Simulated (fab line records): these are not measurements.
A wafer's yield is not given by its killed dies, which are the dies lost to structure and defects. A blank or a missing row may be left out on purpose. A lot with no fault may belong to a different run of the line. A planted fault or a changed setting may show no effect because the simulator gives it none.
fab line records + flow n5Finfet
record:
- lots: 3
- wafers: 9
- lastDay: 15
route steps=1938 shown BEOL_M9@1450 BEOL_M10@1470 PASSIVATION@1936
lots that met no fault: from a run of the same line without faults
startH: the number of hours between the record's first day and the start of the first shown wafer of the lot + waitH: time in hours since the lot's previous step + " identical to the entry in the row above + L1.1+2: several wafers, shown together as one row + - no value, or no start given + * or withheld: withheld + < > ~ a bound
route shown NAME@n: a module of which the file shows steps, and the number in the route of the first + usual: mean and standard deviation over wafers with no fault + same: alike in all rows + chamber/n: place in a boat + sites: each site's reading + _std_site: how widely they spread, as a standard deviation + _edge_site: mean of outer sites minus mean of inner sites + radiusMm: for every site, how far away it sits from the centre of the wafer + mask NAME#n: copy n + behind: tool/chamber where the wafer was last shaped + hold: reason for holding the lot/hours on hold/outcome of the hold + device: whichever transistor did not switch (one of n, p or np) + end of line: tests run on the same wafers once the route is complete + step lacking rows: just its recipe + killed: dies lost to structure and defects at the first sort, not the wafer's yield + map: dies across one wafer; x = killed, . = not, _ = none there
set.NAME: the run value of the setting; set.NAME@STEP: its run value at that earlier step + model.NAME: the simulator's own value behind a step, which no gauge read
certain route steps with their lots: each step a table, each wafer a row
== steps ==
step: N5_BEOL_M9_HM_STRIP_39
recipe:
- chemistry: peroxideTinStrip
- material: TiN
- targetDepthA: 250
- tempC: 50
- timeS: 158
step: N5_BEOL_M9_SRD_40
recipe:
- timeS: 30
- tempC: 23
- rinseLiquid: diw
- dry: ipaMarangoni
step: N5_BEOL_M9_PRECLEAN_42
recipe:
- chemistry: residueRemover
- timeS: 60
- tempC: 40
step: N5_BEOL_M9_SRD_43
recipe:
- timeS: 30
- tempC: 23
- rinseLiquid: diw
- dry: ipaMarangoni
step: N5_BEOL_M9_CURE_72
recipe:
- tempC: 370
- timeS: 120
- ambient: DMADMS/He
- material: SiCOH_lowk
step: N5_BEOL_M9_DEGAS_44
recipe:
- ambient: vacuum
- tempC: 250
- timeS: 60
step: N5_BEOL_M9_PRE_CLEAN_45
recipe:
- gas: H2/He
- timeS: 30
- tempC: 250
step: N5_BEOL_M9_ALD_74
recipe:
- material: TaN
- targetThkA: 20
- tempC: 275
- aldPrecursorFamily: PDMAT
- aldCoReactant: NH3
- pressureTorr: 3
- carrierFlowSccm: 1500
- pulseTimeS: 2
- purgeTimeS: 3
- coReactantPurgeTimeS: 2
- coReactantPulseTimeS: 3
- aldCycles: 40
- precursorVesselTempC: 75
- precursorVesselPressureTorr: 26.25
- precursorVesselCarrierSccm: 1000
step: N5_BEOL_M9_SURFACE_TREAT_79
recipe:
- gas: Ar
- timeS: *
- ionEnergyEv: *
- ionCurrentMaCm2: 0.5
- pressureMtorr: *
- arFlowSccm: 30
step: N5_BEOL_M9_CVD_78
recipe:
- material: Co
- targetThkA: 20
- tempC: withheld
- precursor: CCTBA/H2
- pressureTorr: 30
- timeS: 138.9
step: N5_BEOL_M9_SPUTTER_48
recipe:
- material: Cu
- targetThkA: 120
- tempC: -20
- biasV: 60
- powerW: 26000
- chamberPressurePa: 0.13
- timeS: 2
usual:
- biasV: 60.1/0.55
- cathodeDcPowerW: 26000/5.1
- substrateTempC: -20.00/0.11
- susceptorTempC: -20.02/0.11
- throttleValvePct: 29.6/0.73
| lot.wafer | tool          | chamber | startH | waitH | biasV | cathodeDcPowerW | substrateTempC | susceptorTempC | throttleValvePct |
|-----------|---------------|---------|--------|-------|-------|-----------------|----------------|----------------|------------------|
| L998.4    | pvdSputter-02 | -       | 213.44 | 0.1   | 60.3  | 25996           | -20.12         | -20.03         | 29.5             |
| L998.5    | "             | -       | "      | "     | 59.7  | 26007           | -20.11         | -19.96         | 30.3             |
| L998.6    | "             | -       | "      | "     | 59.7  | 26007           | -20.13         | -20.19         | 28.3             |
| L103.1    | pvdSputter-01 | -       | 237.84 | 0.1   | 61.0  | 26002           | -20.07         | -20.21         | 29.8             |
| L103.3    | "             | -       | "      | "     | 61.1  | 25992           | -19.97         | -20.15         | 28.6             |
| L103.5    | "             | -       | "      | "     | 59.8  | 25996           | -19.91         | -20.03         | 28.7             |
| L113.1    | pvdSputter-02 | -       | 312.39 | 0.2   | 61.3  | 25996           | -19.94         | -20.08         | 30.7             |
| L113.4    | "             | -       | "      | "     | 59.5  | 25996           | -19.85         | -19.88         | 28.7             |
| L113.6    | "             | -       | "      | "     | 60.4  | 26003           | -20.12         | -20.01         | 30.8             |
step: N5_BEOL_M9_ECD_50
recipe:
- material: Cu
- targetThkA: 3180
step: N5_BEOL_M9_ANNEAL_51
recipe:
- tempC: 225
- timeS: 90
- ambient: N2
step: N5_BEOL_M9_CMP_52
recipe:
- stopOn: SiCOH_lowk
- tOverpolishS: 7
- downForcePsi: 1
- platenRpm: 50
- clearingPlatenDownForcePsi: 1.5
- clearingPlatenRpm: 50
- postCmpClean: cuAlkaline
- targetThkNm: 140
- clearingPlatenPadVelocityMS: 0.99484
- padVelocityMS: 0.99484
step: N5_BEOL_M9_PRE_CLEAN_55
recipe:
- gas: NH3
- timeS: 15
- tempC: withheld
- rfPowerW: 300
step: N5_BEOL_M9_DEP_56
recipe:
- material: SiCN
- targetThkA: 150
- tempC: withheld
- precursor: 3MS/NH3
- pressureTorr: 3
- rfW: 202
- timeS: 26.5
step: N5_BEOL_M10_ILD_DEP_00
recipe:
- material: SiCOH_lowk
- targetThkA: 3085.1
- tempC: 300
- precursor: DEMS/porogen
- pressureTorr: 5
- rfW: 500
- timeS: 58
step: N5_BEOL_M10_CURE_71
recipe:
- tempC: 385
- timeS: 240
- ambient: He/Ar
- material: SiCOH_lowk
step: N5_BEOL_M10_PECVD_70
recipe:
- material: SiO2
- targetThkA: 200
- tempC: 400
- precursor: TEOS/O2
- pressureTorr: 5.5
- rfW: 450
- teosFlowSccm: 53.8
- gas: O2
- flowSccm: 3000
- timeS: 22.7
step: N5_BEOL_M10_HM_DEP_02
recipe:
- material: TiN
- targetThkA: 200
- tempC: 25
- chamberPressurePa: 0.49996
step: N5_BEOL_M10_COAT_59
recipe:
- resist: SOC
- tempC: 250
- timeS: 60
- spinRpm: 1500
- resistThkNm: 100
step: N5_BEOL_M10_COAT_60
recipe:
- resist: SiARC
- tempC: 220
- timeS: 60
- spinRpm: 1500
- resistThkNm: 30
step: N5_BEOL_M10_COAT_05
recipe:
- resist: CAR-ArF
- spinRpm: 1500
- resistThkNm: 90
step: N5_BEOL_M10_EBR_07
recipe:
- solvent: PGMEA
- ebrWidthMm: 1.5
step: N5_BEOL_M10_SOFTBAKE_06
recipe:
- tempC: 110
- timeS: 60
- resist: CAR-ArF
step: N5_BEOL_M10_EXPOSE_08
recipe:
- maskId: M10
- na: 1.35
- sourceShape: dipole
- sigmaInner: 0.411
- sigmaOuter: 0.611
- polarization: te
- doseMj: 53.75
step: N5_BEOL_M10_PEB_09
recipe:
- pebTempC: withheld
- pebTimeS: 60
- resist: CAR-ArF
step: N5_BEOL_M10_DEVELOP_10
recipe:
- developTimeS: 30
- developer: TMAH
- resist: CAR-ArF
- rinseLiquid: diw
- dry: airSpin
- devTempC: 23
step: N5_BEOL_M10_DESCUM_16
recipe:
- chemistry: O2
- timeS: 7.9
- sourcePowerW: 50
- biasPowerW: 20
- pressureMtorr: 20
- rfFrequencyHz: 2.712e+07
- tempC: 40
- resist: CAR-ArF
- o2FlowSccm: 225
step: N5_BEOL_M10_ETCH_61
recipe:
- chemistry: CF4
- target: SiARC
- targetDepthA: 390
- maskMaterial: CAR-ArF
- timeS: 65
- ionEnergyEv: 80
- pressureMtorr: 40
- sourceW: 545
- biasW: 36
- Ar_flow_sccm: 100
- cf4FlowSccm: 100
- ends: cleared
step: N5_BEOL_M10_ETCH_62
recipe:
- chemistry: N2/H2
- target: SOC
- targetDepthA: 1100
- overetchA: 220
- maskMaterial: SiARC
- tempC: 40
- timeS: 165
- ionEnergyEv: 200
- pressureMtorr: 30
- sourceW: 840
- biasW: 150
- n2FlowSccm: 200
- h2FlowSccm: 200
step: N5_BEOL_M10_STRIP_68
recipe:
- chemistry: N2/H2
- tempC: 40
- n2FlowSccm: 200
- h2FlowSccm: 200
- rfFrequencyHz: 6e+07
step: N5_BEOL_M10_STRIP_67
recipe:
- chemistry: CF4
- resist: SiARC
- powerW: 300
- biasPowerW: 75
- pressureMtorr: 50
- cf4FlowSccm: 150
- rfFrequencyHz: 6e+07
step: N5_PASSIVATION_PROBE_49
usual:
- defectLimitedYield: 91.4/1.4
- killed_at_M0_to_M3: 34/8.9
- killed_at_M4_up: 13/4.6
- killedAtContacts: 12/5.5
- killedAtFrontEnd: 41/11
- killedAtOther: 3.1/2.9
- killedDies: 102/16
- killedOnRim: 13/4.2
- killedOpen: 66/11
- killedShort: 34/7.6
- sort_bin_5_function: 5.1/0.89
- sort_bin_6_memory: 3.2/0.61
- sort_bin_8_speed: 0.02/0.12
- sortNPass: 1078/16
- sortYieldPct: 91.3/1.4
same:
- grossDies: 1180
- killedAtBackSide: 0
- sort_bin_4_leakage[%]: 0
| lot.wafer | tool      | chamber | startH | waitH | defectLimitedYield[%] | killed_at_M0_to_M3 | killed_at_M4_up | killedAtContacts | killedAtFrontEnd | killedAtOther | killedDies | killedOnRim | killedOpen | killedShort | sort_bin_5_function[%] | sort_bin_6_memory[%] | sort_bin_8_speed[%] | sortNPass | sortYieldPct[%] |
|-----------|-----------|---------|--------|-------|-----------------------|--------------------|-----------------|------------------|------------------|---------------|------------|-------------|------------|-------------|------------------------|----------------------|---------------------|-----------|-----------------|
| L998.4    | prober-01 | -       | 276.17 | 0.2   | 89.1                  | 30                 | 16              | 11               | 69               | 3             | 129        | 12          | 77         | 40          | 5.9                    | 4.0                  | 0                   | 1051      | 89.1            |
| L998.5    | prober-01 | -       | 276.22 | 0.2   | 90.0                  | 45                 | 10              | 20               | 43               | 0             | 118        | 11          | 80         | 38          | 5.5                    | 4.1                  | 0                   | 1062      | 90.0            |
| L998.6    | prober-01 | -       | 276.27 | 0.3   | 87.6                  | 55                 | 16              | 11               | 61               | 3             | 146        | 24          | 100        | 40          | 7.5                    | 3.8                  | 0                   | 1034      | 87.6            |
| L103.1    | prober-01 | -       | 297.23 | 0.0   | 92.0                  | 25                 | 14              | 4                | 44               | 7             | 94         | 9           | 57         | 35          | 4.8                    | 2.6                  | 0                   | 1086      | 92.0            |
| L103.3    | prober-01 | -       | 297.33 | 0.1   | 91.5                  | 32                 | 13              | 12               | 40               | 3             | 100        | 12          | 64         | 35          | 4.9                    | 3.4                  | 0.08                | 1080      | 91.5            |
| L103.5    | prober-01 | -       | 297.43 | 0.2   | 91.3                  | 28                 | 18              | 15               | 41               | 1             | 103        | 12          | 62         | 39          | 5.4                    | 3.1                  | 0                   | 1077      | 91.3            |
| L113.1    | prober-02 | -       | 362.46 | 0.0   | 93.4                  | 24                 | 17              | 5                | 30               | 2             | 78         | 8           | 43         | 34          | 3.6                    | 2.8                  | 0                   | 1102      | 93.4            |
| L113.4    | prober-02 | -       | 362.61 | 0.2   | 86.9                  | 25                 | 80              | 15               | 34               | 1             | 155        | 28          | 56         | 28          | 8.2                    | 2.5                  | 0                   | 1025      | 86.9            |
| L113.6    | prober-02 | -       | 362.71 | 0.3   | 90.5                  | 36                 | 17              | 10               | 48               | 1             | 112        | 19          | 68         | 33          | 5.2                    | 3.1                  | 0                   | 1068      | 90.5            |
killed by level:class
L998.4 FIN_SAQP:geometricParticle:open=13 FIN_SAQP:geometricParticle:short=12 MOL_CONTACT_COAG:geometricParticle:open=10 STI_FIN_REVEAL:geometricParticle:open=9 GATE_CUT:geometricParticle:short=8 BEOL_M2:geometricParticle:open=8 HKMG_FIN:areaEtch=8 BEOL_M0_SAQP:geometricParticle:open=6
L998.5 MOL_CONTACT_COAG:geometricParticle:open=15 BEOL_M0_SAQP:geometricParticle:open=14 FIN_SAQP:geometricParticle:open=12 STI_FIN_REVEAL:geometricParticle:open=12 FIN_SAQP:geometricParticle:short=11 BEOL_M0_SAQP:geometricParticle:short=8 BEOL_M2:geometricParticle:open=8 MOL_CONTACT_COAG:geometricParticle:short=5
L998.6 FIN_SAQP:geometricParticle:open=19 BEOL_M0_SAQP:geometricParticle:open=15 BEOL_M0_SAQP:geometricParticle:short=14 STI_FIN_REVEAL:geometricParticle:open=12 FIN_SAQP:geometricParticle:short=8 MOL_CONTACT_COAG:geometricParticle:open=8 BEOL_M0:geometricParticle:open=7 DUMMY_GATE:geometricParticle:open=6
L103.1 GATE_CUT:geometricParticle:open=10 GATE_CUT:geometricParticle:short=9 BEOL_M4:geometricParticle:open=6 FIN_SAQP:geometricParticle:short=5 STI_FIN_REVEAL:geometricParticle:open=5 BEOL_M0_SAQP:geometricParticle:open=5 BEOL_M3:geometricParticle:open=5 FIN_SAQP:geometricParticle:open=4
L103.3 STI_FIN_REVEAL:geometricParticle:open=12 BEOL_M0_SAQP:geometricParticle:open=10 MOL_CONTACT_COAG:geometricParticle:open=9 BEOL_M0_SAQP:geometricParticle:short=9 STI_FIN_REVEAL:geometricParticle:short=6 BEOL_M2:geometricParticle:open=5 FIN_SAQP:geometricParticle:short=4 GATE_CUT:geometricParticle:short=4
L103.5 MOL_CONTACT_COAG:geometricParticle:open=12 STI_FIN_REVEAL:geometricParticle:open=11 BEOL_M0_SAQP:geometricParticle:open=10 GATE_CUT:geometricParticle:short=9 BEOL_M4:geometricParticle:open=9 BEOL_M0_SAQP:geometricParticle:short=8 FIN_SAQP:geometricParticle:open=6 FIN_SAQP:geometricParticle:short=6
L113.1 BEOL_M0_SAQP:geometricParticle:open=13 FIN_SAQP:geometricParticle:short=7 GATE_CUT:geometricParticle:short=6 BEOL_M0_SAQP:geometricParticle:short=6 BEOL_M4:geometricParticle:open=6 STI_FIN_REVEAL:geometricParticle:open=5 MOL_CONTACT_COAG:geometricParticle:open=5 STARTING-WAFER:geometricParticle:short=4
L113.4 BEOL_M9:unspecified=68 GATE_CUT:geometricParticle:short=12 MOL_CONTACT_COAG:geometricParticle:open=10 BEOL_M3:geometricParticle:open=9 BEOL_M4:geometricParticle:open=7 BEOL_M0_SAQP:geometricParticle:short=5 BEOL_M1:geometricParticle:open=5 FIN_CUT:geometricParticle:open=4
L113.6 HKMG_FIN:areaEtch=10 BEOL_M4:geometricParticle:open=9 BEOL_M3:geometricParticle:open=9 STI_FIN_REVEAL:geometricParticle:open=8 BEOL_M0_SAQP:geometricParticle:short=8 FIN_SAQP:geometricParticle:open=7 DUMMY_GATE:geometricParticle:open=7 MOL_CONTACT_COAG:geometricParticle:open=7
map L113.4 (x killed, . not)
_________________.........x..________________
______________.......x....x....._____________
___________..............x.........__________
__________.....x...................._________
________x............................._______
_______..........x...x.................______
______........x................x.....xx._____
_____...x.......x..x.....................____
____..x...................................___
___......................x..x...x..x..x....__
___x....x........x..............x........x.__
__.....x.......x........................x..x_
__.........................xx..............._
_.....x.x...x..........x.x.............x.....
_x................................x..........
_x..x........................................
_.................x..........................
_..x.x.......................................
_x.............x...................x.......x.
_.x...x......x......x.........x.....x.....x..
_......x....x................................
__..........x................x..x..........._
__..............x..x.........x....x........._
___.............x..x.............x..x......__
___.........x...x...............x.........x__
____...x......x....x...x.x..xx............___
_____x.......x................x..........____
______...........xx...xx................_____
_______.......x.xxxx.xx................______
________.....xxxxxxxxxxx....x.x......x_______
__________.x.xxxxxxxxxx.xx.........._________
___________.xxxxxxxxxxxxx.x........__________
______________xxxxxxxxxxx......._____________
_________________xxxxxxxxx...________________
map L998.6 (x killed, . not)
_________________....x..x....________________
______________.x..........x....._____________
___________........x.........x.....__________
__________.xx......................._________
________....x.............x..........._______
_______..x.....x......x....x..x....x...______
______..x........x...........x....x....._____
_____........x..x........x...x.....xx....____
____x...........x....x..x.....xx.......xx.___
___x..............x.x.......x..x...x.......__
___........................x............x..__
__x...x......x..x.x........x................_
__x...x...................x............xx..x_
_..x.................x...x.........x..x..x...
_..............xx.......x...x..x.x.....xx..x.
_x.........x.......x....x...................x
_.x............xx...............x......x.....
_................x.xx...............x....x...
_..x....x...............x......x...x.........
_.........x.............................x....
_.......x.....x............x..x.x..........x.
__...x.........................x............_
__.................x......x................._
___............x...............x.x...x.....__
___........x........x...........x....x.....__
____x........x.x..x.x.....x....x......x...___
_____.............x.x...x.......x..x.....____
______.........x.......................x_____
_______.x...x...................x...x..______
________.x.....x.....x....xx.........._______
__________...x...........x.xxx.....x_________
___________........x............x..__________
______________.................._____________
_________________.xx..x....xx________________
== key ==
firstSign:
- step: N5_PASSIVATION_PROBE_49
- reading: killed_at_M4_up
- direction: up
- sigmas: 15
- usual: 13
- struck: 80
effect:
- step: N5_PASSIVATION_PROBE_49
- reading: killedDies
- direction: up
- sigmas: 3.3
- usual: 102
- struck: 155
moreKillsBornAt:
- N5_BEOL_M9_SPUTTER_48@pvdSputter-02: 68
metAt N5_BEOL_M9_SPUTTER_48
struckWafers L113.4
baselineLoss:
- step: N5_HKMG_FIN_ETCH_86
- wafers: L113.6
onsetBetween 213.44 312.39
fault:
- kind: chamberParticleSource
- tool: pvdSputter-02
- chamber: -
- onsetH: 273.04
- steps: N5_BEOL_M9_SPUTTER_48
- ratePerVisitCm2: 1.73
- endH: 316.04
- scope: struckWafersOnly
baselineLoss: these wafers lose ten dies or more at that step, a loss of the line's own and not of a fault; the sort's usual values leave them out
